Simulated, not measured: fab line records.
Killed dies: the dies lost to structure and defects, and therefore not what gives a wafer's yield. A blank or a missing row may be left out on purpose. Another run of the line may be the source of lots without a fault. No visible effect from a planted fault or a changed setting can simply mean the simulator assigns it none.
A lot that was struck, set against a sound lot    flow nand harc    15 steps out of a route of 1302
Sound: the wafers L140.2, L140.4, L140.5. Struck: wafer L127.4. (L127.2, L127.5 of the same lot were not struck and are left out.) The cause comes at the end.
Order at every step that has rows: each side's tool, ch and its chambers, its first start. Under that, the readings that differ: sound wafers    struck wafers    difference of the means    sigmas: that difference in standard deviations of wafers without a fault.
alike: readings whose means differ by less than 2 such deviations, and words and numbers that are the same on both sides. not compared: withheld readings, readings that some wafer has no value for, bounds like >300 that may hide the same value, and numbers for which the record gives no deviation and whose values overlap.
Wherever a step has rows on one side only, a row that says differs or no value, or a row with sigmas, the two part there. Numbers that have no deviation but don't overlap get no sigmas and don't part them. A reading missing from all wafers of one side parts the sides only when that side holds two or more wafers.

first, 4 steps without rows for these wafers: NHARC_A_DECK1_JOINT_CURE_26 (time 32 s); NHARC_A_DECK1_JOINT_ANNEAL_27 (time 3600 s); NHARC_A_DECK1_JOINT_ANNEAL_28 (time 1800 s); NHARC_A_DECK1_JOINT_ANNEAL_29 (time 1800 s).
NHARC_A_DECK1_JOINT_CMP_02: polishes SiOx.
  sound on cmp-04 ch 2,3, day 20 12:50; struck on cmp-04 ch 0, day 14 19:21
  alike: motor current A
after that, 1 step had no rows for these wafers: NHARC_A_DECK1_JOINT_SRD_15.
NHARC_A_DECK1_JOINT_DEP_16: deposits SiO2, target thk 45 nm.
  sound on pecvd-01 ch 0,1, day 20 13:15; struck on pecvd-02 ch 1, day 14 19:44
  alike: heater power outer w, heater power w, rf fwd power W, throttle valve pct
NHARC_A_DECK1_JOINT_THK_MEAS_17: measures by ellipsometry.
  struck on film metro-02, day 14 20:01; sound on film metro-02, day 20 13:37
  alike: thk nm
NHARC_A_DECK1_JOINT_INSPECT_05:
  struck on defect inspect-02, day 14 20:04; sound on defect inspect-01, day 20 13:39
  alike: raw defect count
following that, 1 step holds no rows for these wafers, namely NHARC_A_ONON_D2_DEP_00 (target thickness 1000 nm).
NHARC_A_ONON_D2_THK_MEAS_02: measures by ellipsometry.
  struck on film metro-01, day 14 20:38; sound on film metro-01, day 20 14:14
  alike: thk nm
NHARC_A_ONON_D2_DEP_03: target thk 1000 nm.
  sound on pecvd onon-01 ch 0, day 20 14:41; struck on pecvd onon-04 ch 0, day 14 20:45
NHARC_A_ONON_D2_THK_MEAS_05: measures by ellipsometry.
  struck on film metro-02, day 14 21:12; sound on film metro-02, day 20 15:08
reading      sound           struck  difference  sigmas
thk nm (nm)  1003 1003 1003  1756    +753        +68
following that, 1 step holds no rows for these wafers, namely NHARC_A_ONON_D2_DEP_06 (target thickness 1000 nm).
-- record jumps: 12 days between struck wafers' starts before vs after; left off in module A_ONON_D2, resumes in module END, first step shown is number 1302 of the route --
NHARC_END_SORT_01:
  only the struck wafers appear in the record here, on prober-02 ch 0 at day 26 23:35; the sound ones have no rows

WHERE THEY PART
Last at NHARC_END_SORT_01 as far as this record goes, first at NHARC_A_ONON_D2_THK_MEAS_05.

WHY: what had been put in by the simulator
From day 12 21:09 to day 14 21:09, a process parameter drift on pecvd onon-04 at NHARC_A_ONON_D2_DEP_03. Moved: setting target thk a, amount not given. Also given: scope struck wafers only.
